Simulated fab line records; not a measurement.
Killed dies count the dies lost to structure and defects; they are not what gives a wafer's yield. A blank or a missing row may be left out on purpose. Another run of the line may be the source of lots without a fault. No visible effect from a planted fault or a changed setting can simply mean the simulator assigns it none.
The tool behind it: which one?	flow n5 finfet	33 wafers from 11 lots sampled at 5 of the route's 1938 steps

== WHAT THE GAUGES SHOWED, per wafer ==
N5_BEOL_M10_INSPECT_58: inspects for defects (darkfield).
lot	measured	on	raw defect count
L076	day 11 01:45	defect inspect-02	94 79 91
L078	day 11 19:04	defect inspect-01	71 59 43
L082	day 12 21:11	defect inspect-02	43 18 69
L081	day 12 22:00	defect inspect-01	130 79 89
L085	day 13 22:55	defect inspect-01	55 60 33
L088	day 14 06:26	defect inspect-01	64 141 46
L089	day 14 09:50	defect inspect-01	45 55 41
L090	day 14 16:50	defect inspect-02	62 73 61
L092	day 15 09:41	defect inspect-02	82 75 71
L095	day 16 13:13	defect inspect-01	42 58 45
L096	day 16 18:03	defect inspect-02	99 65 88

== EACH LOT AND THE TOOL THAT RAN IT (in order: tool; ch and the chambers of the sampled wafers; start) ==
lot	N5_BEOL_M10_DESCUM_16	N5_BEOL_M10_STRIP_36	N5_BEOL_M10_ETCH_41	N5_BEOL_M10_SURFACE_TREAT_76
L076	rie diel-02 ch 0,1,3, day 10 17:44	rie diel-06 ch 0,1,2, day 10 23:08	rie diel-06 ch 0,1,2, day 11 00:23 or earlier	pvd sputter-03, day 11 00:23
L078	rie diel-02 ch 0,1, day 11 11:57	rie diel-06 ch 0,2,3, day 11 14:11	rie diel-06 ch 0,2,3, day 11 17:47 or earlier	pvd sputter-01, day 11 17:47
L082	rie diel-06 ch 0,1,2, day 12 15:17	rie diel-01 ch 0,3, day 12 16:24	rie diel-01 ch 0,3, day 12 19:46 or earlier	pvd sputter-03, day 12 19:46
L081	rie diel-02 ch 1,3, day 12 17:52	rie diel-02 ch 1,2,3, day 12 19:20	rie diel-02 ch 1,2,3, day 12 20:43 or earlier	pvd sputter-01, day 12 20:43
L085	rie diel-02 ch 0,2,3, day 13 14:44	rie diel-06 ch 0,3, day 13 20:07	rie diel-06 ch 0,3, day 13 21:40 or earlier	pvd sputter-02, day 13 21:40
L088	rie diel-01 ch 0,1,2, day 13 23:01	rie diel-02 ch 0,3, day 14 03:45	rie diel-02 ch 0,3, day 14 05:01 or earlier	pvd sputter-02, day 14 05:01
L089	rie diel-06 ch 2,3, day 14 03:55	rie diel-01 ch 1,2, day 14 06:57	rie diel-01 ch 1,2, day 14 08:20 or earlier	pvd sputter-01, day 14 08:20
L090	rie diel-01 ch 1,2,3, day 14 12:35	rie diel-02 ch 0,2,3, day 14 13:49	rie diel-02 ch 0,2,3, day 14 15:40 or earlier	pvd sputter-02, day 14 15:40
L092	rie diel-02 ch 0,1,3, day 15 03:46	rie diel-02 ch 0,1,3, day 15 05:52	rie diel-02 ch 0,1,3, day 15 08:14 or earlier	pvd sputter-03, day 15 08:14
L095	rie diel-02 ch 0,1,3, day 16 07:33	rie diel-06 ch 0,1,3, day 16 10:18	rie diel-06 ch 0,1,3, day 16 11:31 or earlier	pvd sputter-01, day 16 11:31
L096	rie diel-06 ch 0,3, day 16 11:06	rie diel-06 ch 0,3, day 16 14:28	rie diel-06 ch 0,3, day 16 16:52 or earlier	pvd sputter-02, day 16 16:52
- N5_BEOL_M10_DESCUM_16: chemistry O2, time 7.9 s.
- N5_BEOL_M10_STRIP_36: strips in N2/H2.
- N5_BEOL_M10_ETCH_41: etches SiCN in CH3F/O2, target depth 42.6 nm, time 86 s.
- N5_BEOL_M10_SURFACE_TREAT_76

== THE ANSWER, worked out from the rows above alone ==
Rule: the lots themselves supply what counts as usual. Put in order of their means at a reading, lots are off if they are a third of the lots or fewer, leave a main group of 4 or more, and stand apart from it by a gap of 3 or more times the standard deviation of the main group's means; of several such gaps the widest counts. If all means in a main group match to the digits the tables above print for the reading, that group is not used. A lot without any number at a reading at which 4 lots or more have one is off too. All remaining lots with rows at the step are treated as sound.
Across all readings shown, no lot is off: no conclusion can be drawn from this.

== WHAT HAD BEEN PUT IN BY THE SIMULATOR ==
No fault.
